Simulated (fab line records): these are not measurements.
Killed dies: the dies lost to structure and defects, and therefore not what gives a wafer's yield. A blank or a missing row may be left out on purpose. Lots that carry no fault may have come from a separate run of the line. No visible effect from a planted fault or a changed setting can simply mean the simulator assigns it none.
fab line records -- flow n5-finfet
[record] lots = 13, wafers = 37, last-day = 17
route steps=1938 shown BEOL_M10@1485
lots that met no fault: from a run of the same line without faults
start-h: hours from the record's first day to the start of the lot's first wafer shown -- wait-h: hours elapsed since this lot's preceding step -- " the same as in the row above -- L1.1+2: several wafers, shown together as one row -- - no value, or no start given -- * or withheld: withheld -- < > ~ a bound
route shown NAME@n: a module of which the file shows steps, and the number in the route of the first -- usual: the fault-free wafers' mean and standard deviation -- same: alike in all rows -- chamber/n: place in a boat -- sites: per-site readings -- _std_site: standard deviation across them -- _edge_site: inner sites' mean taken away from outer sites' mean -- radius-mm: for every site, how far away it sits from the centre of the wafer -- mask NAME#n: copy n -- behind: tool/chamber where the wafer was last shaped -- hold: the reason the lot was held/the length of the hold in hours/how it ended -- device: names the non-switching transistor (n, p or np) -- end of line: the tests these same wafers got at the end of their route -- a step without rows: its recipe alone -- killed: at the first sort, the dies lost to defects and structure; wafer yield is something else -- map: per-die view of a wafer (x killed, . not killed, _ where there is no die)
set.NAME: setting as actually run; set.NAME@STEP: the setting as run at that earlier step -- model.NAME: the simulator's own value behind a step, which no gauge read
a sample of lots followed through the steps of the route, with each step as a table and each wafer as a row
services: when a tool's chamber went out of use (start-h, in hours from the record's first day, below 0 if earlier), for how many hours, and the reason
[[steps]]
[step N5_BEOL_M10_INSPECT_13]
[recipe] mode = adi, inspect-instrument = brightfield
[usual] raw-defect-count = 413/94
lot.wafer,tool,chamber,start-h,wait-h,raw-defect-count
L669.2,defect-inspect-01,-,236.16,0.0,330
L669.3,defect-inspect-01,-,236.16,0.0,369
L669.5,defect-inspect-01,-,236.16,0.0,404
L668.3,defect-inspect-01,-,241.34,0.0,348
L668.4,defect-inspect-01,-,241.34,0.0,388
L668.5,defect-inspect-01,-,241.34,0.0,457
L670.1,defect-inspect-02,-,241.47,0.0,281
L670.2,defect-inspect-02,-,241.47,0.0,467
L670.4,defect-inspect-02,-,241.47,0.0,431
L672.2,defect-inspect-01,-,259.22,0.0,342
L672.3,defect-inspect-01,-,259.22,0.0,302
L672.6,defect-inspect-01,-,259.22,0.0,405
L674.2,defect-inspect-01,-,263.42,0.0,463
L674.4,defect-inspect-01,-,263.42,0.0,454
L674.5,defect-inspect-01,-,263.42,0.0,532
L680.1,defect-inspect-01,-,306.25,0.0,332
L680.4,defect-inspect-01,-,306.25,0.0,244
L680.6,defect-inspect-01,-,306.25,0.0,424
L678.2,defect-inspect-02,-,306.42,0.0,521
L678.4,defect-inspect-02,-,306.42,0.0,345
L678.6,defect-inspect-02,-,306.42,0.0,470
L685.1,defect-inspect-01,-,319.91,0.0,340
L685.3,defect-inspect-01,-,319.91,0.0,379
L685.6,defect-inspect-01,-,319.91,0.0,406
L684.1,defect-inspect-01,-,325.69,0.0,465
L684.2,defect-inspect-01,-,325.69,0.0,444
L687.4,defect-inspect-01,-,332.46,0.0,418
L687.6,defect-inspect-01,-,332.46,0.0,446
L688.2,defect-inspect-01,-,355.64,0.0,500
L688.3,defect-inspect-01,-,355.64,0.0,362
L688.6,defect-inspect-01,-,355.64,0.0,432
L689.2,defect-inspect-01,-,362.71,0.0,287
L689.4,defect-inspect-01,-,362.71,0.0,300
L689.5,defect-inspect-01,-,362.71,0.0,528
L691.2,defect-inspect-01,-,366.44,0.0,363
L691.3,defect-inspect-01,-,366.44,0.0,421
L691.5,defect-inspect-01,-,366.44,0.0,322
[step N5_BEOL_M10_ETCH_61]
[recipe] chemistry = CF4, target = SiARC, target-depth-a = 390, mask-material = CAR-ArF, time-s = 65, ion-energy-ev = 80, pressure-mtorr = 40, source-w = 545, bias-w = 36, Ar_flow_sccm = 100, cf4-flow-sccm = 100, ends = cleared
[usual] chamber-pressure-mTorr = 39.99/0.034, drypump-motor-current-A = 5.6/0.42, etch-rf-on-time-s = 64.3/0.83, oes-product-au = 0.70/0.062, rf-fwd-power-W = 538.1/2.4, rf-vpp-V = 184.1/1.1, showerhead-plenum-p-Torr = 2.15/0.058, throttle-valve-pct = 15.57/0.2
lot.wafer,tool,chamber,start-h,wait-h,chamber-pressure-mTorr,drypump-motor-current-A,etch-rf-on-time-s,oes-product-au,rf-fwd-power-W,rf-hours-counter-h,rf-vpp-V,showerhead-plenum-p-Torr,throttle-valve-pct
L669.2,rie-diel-01,3,236.40,0.0,40.04,5.6,65.6,0.57,539.1,244,185.6,2.20,15.92
L669.3,rie-diel-01,0,236.40,0.0,40.02,5.4,64.5,0.71,540.8,85,183.9,2.16,15.47
L669.5,rie-diel-01,2,236.40,0.0,40.08,4.9,63.1,0.76,535.5,-,183.7,2.16,15.28
L668.3,rie-diel-05,3,241.41,0.0,40.00,6.3,63.5,0.80,542.7,10,184.8,2.18,15.40
L668.4,rie-diel-05,1,241.41,0.0,40.01,5.9,64.6,0.73,542.2,57,183.5,2.07,15.56
L668.5,rie-diel-05,2,241.41,0.0,39.97,5.8,63.3,0.73,533.7,-,184.4,2.08,15.70
L670.1,rie-diel-01,2,241.55,0.0,39.98,4.9,62.9,0.77,538.2,49,185.6,2.16,15.28
L670.2,rie-diel-01,3,241.55,0.0,39.94,5.6,65.2,0.58,539.2,245,186.1,2.20,15.92
L670.4,rie-diel-01,0,241.55,0.0,39.96,5.4,64.0,0.71,538.3,86,184.0,2.16,15.47
L672.2,rie-diel-05,3,259.29,0.0,39.94,6.3,64.3,0.78,541.5,15,183.8,2.18,15.41
L672.3,rie-diel-05,0,259.29,0.0,40.00,5.7,65.2,0.65,539.6,123,183.9,2.15,15.29
L672.6,rie-diel-05,1,259.29,0.0,39.98,5.8,64.8,0.73,538.7,-,183.0,2.07,15.57
L674.2,rie-diel-06,1,263.94,0.0,39.98,6.2,66.6,0.58,539.3,242,182.3,2.03,15.78
L674.4,rie-diel-06,2,263.94,0.0,39.99,5.3,64.9,0.70,540.2,83,184.3,2.24,15.42
L674.5,rie-diel-06,0,263.94,0.0,40.07,5.3,64.9,0.62,537.9,-,184.4,2.13,15.85
L680.1,rie-diel-05,0,306.32,0.0,40.00,5.7,65.7,0.64,537.9,140,184.9,2.15,15.33
L680.4,rie-diel-05,1,306.32,0.0,40.00,5.8,64.9,0.71,541.0,80,184.1,2.06,15.63
L680.6,rie-diel-05,1,306.32,0.0,40.04,5.8,64.9,0.71,538.7,-,183.2,2.06,15.61
L678.2,rie-diel-01,2,306.49,0.0,39.95,4.9,62.7,0.74,539.2,76,185.6,2.15,15.33
L678.4,rie-diel-01,0,306.49,0.0,40.00,5.4,64.0,0.69,538.3,112,184.1,2.15,15.51
L678.6,rie-diel-01,2,306.49,0.0,40.01,4.9,64.0,0.73,538.2,-,185.1,2.15,15.33
L685.1,rie-diel-05,1,320.52,0.0,40.03,5.8,65.1,0.71,539.8,85,182.3,2.06,15.62
L685.3,rie-diel-05,2,320.52,0.0,39.97,5.8,64.7,0.70,535.8,95,182.9,2.07,15.75
L685.6,rie-diel-05,2,320.52,0.0,39.99,5.8,64.8,0.70,538.2,-,182.5,2.07,15.74
L684.1,rie-diel-01,3,325.76,0.0,40.05,5.6,65.6,0.79,537.7,14,182.9,2.19,15.48
L684.2,rie-diel-01,2,325.76,0.0,40.00,4.9,63.7,0.72,537.6,83,183.7,2.15,15.33
L687.4,rie-diel-05,0,332.53,0.0,39.99,5.7,65.0,0.64,540.2,149,182.3,2.15,15.34
L687.6,rie-diel-05,0,332.53,0.0,39.99,5.7,64.7,0.64,539.4,-,183.5,2.14,15.35
L688.2,rie-diel-06,0,355.71,0.0,40.05,5.3,64.9,0.60,537.7,221,183.4,2.12,15.90
L688.3,rie-diel-06,2,355.71,0.0,39.98,5.3,64.9,0.67,540.3,117,185.5,2.23,15.49
L688.6,rie-diel-06,0,355.71,0.0,39.94,5.3,64.7,0.60,537.0,-,185.3,2.12,15.91
L689.2,rie-diel-05,1,363.20,0.0,40.02,5.9,65.2,0.70,540.0,99,182.6,2.06,15.66
L689.4,rie-diel-05,1,363.20,0.0,40.00,5.8,66.1,0.68,540.3,-,181.6,2.06,15.67
L689.5,rie-diel-05,2,363.20,0.0,40.06,5.8,65.1,0.69,536.6,-,183.1,2.07,15.80
L691.2,rie-diel-05,2,366.55,0.0,39.99,5.8,63.6,0.69,536.8,113,184.2,2.07,15.79
L691.3,rie-diel-05,3,366.55,0.0,39.98,6.3,62.7,0.73,541.0,54,183.3,2.17,15.50
L691.5,rie-diel-05,3,366.55,0.0,39.96,6.2,63.2,0.73,540.2,-,185.2,2.17,15.48
[step N5_BEOL_M10_ETCH_41]
[recipe] chemistry = CH3F/O2, target = SiCN, target-depth-a = 426, taper-deg = 2, time-s = 86, ion-energy-ev = 120, mask-material = TiN, pressure-mtorr = 30, source-w = 395, bias-w = 75, Ar_flow_sccm = 150, CH3F_flow_sccm = 30, O2_flow_sccm = 20
[usual] chamber-pressure-mTorr = 29.999/0.028, drypump-motor-current-A = 5.7/0.42, oes-product-au = 0.83/0.065, rf-fwd-power-W = 392.1/1.4, rf-vpp-V = 297.5/1.5, showerhead-plenum-p-Torr = 2.01/0.058, throttle-valve-pct = 16.26/0.15
lot.wafer,tool,chamber,start-h,wait-h,chamber-pressure-mTorr,drypump-motor-current-A,oes-product-au,rf-fwd-power-W,rf-hours-counter-h,rf-vpp-V,showerhead-plenum-p-Torr,throttle-valve-pct
L669.2,rie-diel-01,1,237.68,-,29.994,6.1,0.81,392.9,102,298.5,2.02,16.36
L669.3,rie-diel-01,3,237.68,-,29.971,5.6,0.68,393.3,244,298.9,2.06,16.62
L669.5,rie-diel-01,1,237.68,-,29.976,6.1,0.81,390.9,-,297.8,2.02,16.34
L668.3,rie-diel-01,3,244.47,-,30.022,5.6,0.67,393.1,247,298.6,2.06,16.62
L668.4,rie-diel-01,2,244.47,-,30.000,4.9,0.89,392.4,51,297.9,2.03,16.09
L668.5,rie-diel-01,1,244.47,-,29.970,6.1,0.81,391.9,-,298.2,2.02,16.36
L670.1,rie-diel-05,3,244.58,-,30.018,6.3,0.92,394.2,11,298.2,2.05,16.16
L670.2,rie-diel-05,1,244.58,-,30.020,5.9,0.87,392.3,59,295.3,1.93,16.26
L670.4,rie-diel-05,2,244.58,-,29.995,5.8,0.85,392.5,70,298.1,1.93,16.38
L672.2,rie-diel-05,2,262.87,-,30.016,5.8,0.83,390.7,75,295.8,1.93,16.37
L672.3,rie-diel-05,3,262.87,-,30.017,6.3,0.90,391.7,17,300.5,2.04,16.16
L672.6,rie-diel-05,0,262.87,-,29.968,5.7,0.76,394.3,-,297.3,2.02,16.08
L674.2,rie-diel-01,1,266.25,-,29.967,6.1,0.80,392.0,112,296.3,2.02,16.38
L674.4,rie-diel-01,0,266.25,-,30.006,5.4,0.82,392.2,-,296.8,2.01,16.14
L674.5,rie-diel-01,2,266.25,-,30.036,4.9,0.88,390.8,-,298.2,2.03,16.10
L680.1,rie-diel-05,1,308.99,-,29.980,5.8,0.85,393.9,81,295.3,1.92,16.32
L680.4,rie-diel-05,0,308.99,-,29.991,5.7,0.53,393.7,141,296.6,2.01,16.09
L680.6,rie-diel-05,2,308.99,-,29.971,5.8,0.57,391.3,-,296.2,1.92,16.40
L678.2,rie-diel-05,1,309.45,-,30.072,5.9,0.84,391.2,81,296.5,1.92,16.32
L678.4,rie-diel-05,3,309.45,-,29.986,6.3,0.61,393.3,32,299.8,2.04,16.19
L678.6,rie-diel-05,1,309.45,-,30.019,5.8,0.60,392.9,-,294.7,1.92,16.31
L685.1,rie-diel-06,0,324.77,-,29.964,5.3,0.70,392.4,211,297.6,1.97,16.55
L685.3,rie-diel-06,1,324.77,-,29.970,6.2,0.95,394.5,6,298.5,2.14,16.05
L685.6,rie-diel-06,3,324.77,-,29.973,5.1,0.86,389.0,-,299.2,2.05,16.27
L684.1,rie-diel-06,2,327.13,-,29.968,5.2,0.80,392.5,108,299.8,2.08,16.15
L684.2,rie-diel-06,1,327.13,-,29.974,6.1,0.97,394.4,6,298.9,2.14,16.05
L687.4,rie-diel-06,3,334.20,-,30.020,5.1,0.86,389.6,47,297.3,2.05,16.28
L687.6,rie-diel-06,2,334.20,-,30.023,5.3,0.79,392.1,-,300.1,2.08,16.13
L688.2,rie-diel-01,2,357.26,-,29.977,4.9,0.84,390.8,96,297.3,2.02,16.17
L688.3,rie-diel-01,1,357.26,-,29.968,6.1,0.78,391.3,148,298.4,2.00,16.44
L688.6,rie-diel-01,2,357.26,-,29.971,4.9,0.83,390.8,-,297.1,2.02,16.17
L689.2,rie-diel-01,3,366.27,-,30.031,5.6,0.88,390.6,30,297.3,2.04,16.26
L689.4,rie-diel-01,1,366.27,-,29.989,6.1,0.77,391.2,151,297.9,2.00,16.47
L689.5,rie-diel-01,0,366.27,-,30.014,5.4,0.78,393.0,-,298.2,2.00,16.22
L691.2,rie-diel-01,3,368.03,-,29.983,5.6,0.90,389.8,30,298.1,2.04,16.26
L691.3,rie-diel-01,1,368.03,-,29.987,6.1,0.77,390.7,151,297.1,2.00,16.47
L691.5,rie-diel-01,1,368.03,-,30.012,6.1,0.77,392.2,-,297.5,2.00,16.46
[step N5_BEOL_M10_STRIP_77]
[recipe] chemistry = N2/H2, time-s = 10, power-w = 450, temp-c = 40, pressure-mtorr = 20, rf-frequency-hz = 6e+07, bias-power-w = 7, n2-flow-sccm = 200, h2-flow-sccm = 200
[usual] chamber-pressure-mTorr = 20.001/0.016, drypump-motor-current-A = 5.7/0.42, oes-product-au = 0.82/0.064, rf-vpp-V = 59.4/0.93, showerhead-plenum-p-Torr = 2.55/0.071, throttle-valve-pct = 23.67/0.16
lot.wafer,tool,chamber,start-h,wait-h,chamber-pressure-mTorr,drypump-motor-current-A,oes-product-au,rf-hours-counter-h,rf-vpp-V,showerhead-plenum-p-Torr,throttle-valve-pct
L669.2,rie-diel-01,1,-,-,20.010,6.1,0.81,102,60.6,2.54,23.57
L669.3,rie-diel-01,3,-,-,20.003,5.6,0.67,244,60.3,2.60,23.81
L669.5,rie-diel-01,1,-,-,20.016,6.1,0.80,-,59.2,2.54,23.58
L668.3,rie-diel-01,3,-,-,20.007,5.6,0.66,247,60.8,2.60,23.81
L668.4,rie-diel-01,2,-,-,20.012,4.9,0.88,51,59.8,2.59,23.54
L668.5,rie-diel-01,1,-,-,19.973,6.1,0.82,-,59.2,2.54,23.58
L670.1,rie-diel-05,3,-,-,19.997,6.3,0.91,11,59.9,2.61,23.64
L670.2,rie-diel-05,1,-,-,19.996,5.9,0.87,59,58.8,2.45,23.82
L670.4,rie-diel-05,2,-,-,20.011,5.8,0.83,70,59.1,2.46,23.63
L672.2,rie-diel-05,2,-,-,20.039,5.8,0.83,76,59.7,2.46,23.65
L672.3,rie-diel-05,3,-,-,20.028,6.2,0.90,17,59.9,2.61,23.64
L672.6,rie-diel-05,0,-,-,20.012,5.7,0.77,-,60.3,2.57,23.57
L674.2,rie-diel-01,1,-,-,20.024,6.1,0.81,112,60.0,2.53,23.62
L674.4,rie-diel-01,0,-,-,19.986,5.4,0.82,-,59.9,2.54,23.43
L674.5,rie-diel-01,2,-,-,19.967,4.9,0.86,-,60.1,2.58,23.55
L680.1,rie-diel-05,1,-,-,20.004,5.9,0.85,81,60.4,2.44,23.83
L680.4,rie-diel-05,0,-,-,20.025,5.7,0.75,141,60.0,2.56,23.59
L680.6,rie-diel-05,2,-,-,20.000,5.8,0.81,-,60.3,2.45,23.67
L678.2,rie-diel-05,1,-,-,19.980,5.9,0.84,81,57.2,2.44,23.84
L678.4,rie-diel-05,3,-,-,20.002,6.3,0.87,32,60.4,2.61,23.67
L678.6,rie-diel-05,1,-,-,19.999,5.9,0.83,-,59.0,2.44,23.85
L685.1,rie-diel-06,0,-,-,20.017,5.3,0.71,211,59.1,2.53,24.16
L685.3,rie-diel-06,1,-,-,20.030,6.2,0.98,6,59.4,2.70,23.66
L685.6,rie-diel-06,3,-,-,20.016,5.1,0.87,-,58.9,2.57,23.56
L684.1,rie-diel-06,2,-,-,19.980,5.3,0.80,108,58.7,2.66,23.59
L684.2,rie-diel-06,1,-,-,20.016,6.2,0.97,6,59.9,2.70,23.65
L687.4,rie-diel-06,3,-,-,19.990,5.2,0.86,47,58.3,2.57,23.57
L687.6,rie-diel-06,2,-,-,19.995,5.3,0.80,-,58.6,2.66,23.61
L688.2,rie-diel-01,2,-,-,20.014,4.9,0.83,96,59.1,2.57,23.62
L688.3,rie-diel-01,1,-,-,20.013,6.1,0.77,148,59.1,2.52,23.64
L688.6,rie-diel-01,2,-,-,19.982,4.9,0.82,-,60.0,2.57,23.60
L689.2,rie-diel-01,3,-,-,20.009,5.6,0.89,30,59.3,2.58,23.61
L689.4,rie-diel-01,1,-,-,19.995,6.1,0.77,151,59.6,2.52,23.63
L689.5,rie-diel-01,0,-,-,19.997,5.4,0.77,-,58.3,2.53,23.49
L691.2,rie-diel-01,3,-,-,19.999,5.6,0.88,30,58.6,2.58,23.61
L691.3,rie-diel-01,1,-,-,19.999,6.1,0.77,151,59.3,2.52,23.65
L691.5,rie-diel-01,1,-,-,19.984,6.1,0.77,-,59.0,2.52,23.65
[[services]]
tool,chamber,start-h,hours,kind
rie-diel-06,3,225.92,16.6,repair
rie-diel-01,3,263.49,2.6,repair
rie-diel-01,3,266.36,-,clean
rie-diel-01,3,266.36,-,consumable-replace:focus-ring
rie-diel-01,3,266.36,24.7,scheduled-down
rie-diel-01,3,266.36,24.7,vent-cycle
rie-diel-06,1,287.58,-,clean
rie-diel-06,1,287.58,-,consumable-replace:focus-ring
rie-diel-06,1,287.58,-,consumable-replace:showerhead
rie-diel-06,1,287.58,19.8,scheduled-down
rie-diel-06,1,287.58,19.8,vent-cycle
rie-diel-05,-,290.15,2.6,repair
rie-diel-06,0,300.58,5.8,repair
rie-diel-06,-,348.84,2.8,pm
rie-diel-05,0,350.53,25.4,repair
[[key]]
[first-sign] step = N5_BEOL_M10_ETCH_41, reading = oes-product-au, direction = down, sigmas = 3.8, usual = 0.83, struck = 0.58
effect none on later readings
met-at N5_BEOL_M10_ETCH_41
struck-lots L678,L680
struck-wafers L678.4,L678.6,L680.4,L680.6
sort-left-out L678.4,L678.6,L680.4,L680.6
not-acting-at N5_BEOL_M10_INSPECT_13,N5_BEOL_M10_ETCH_61,N5_BEOL_M10_STRIP_77
onset-between 262.87 308.99
[fault] kind = process-parameter-drift, tool = rie-diel-05, chamber = -, onset-h = 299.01, steps = N5_BEOL_M10_ETCH_41, channel = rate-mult, offset = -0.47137, shape = step, end-h = 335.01, scope = struck-wafers-only
// sort-left-out: the simulated sort isn't trusted on such a fault, so these wafers' sort isn't shown, and their yield isn't known
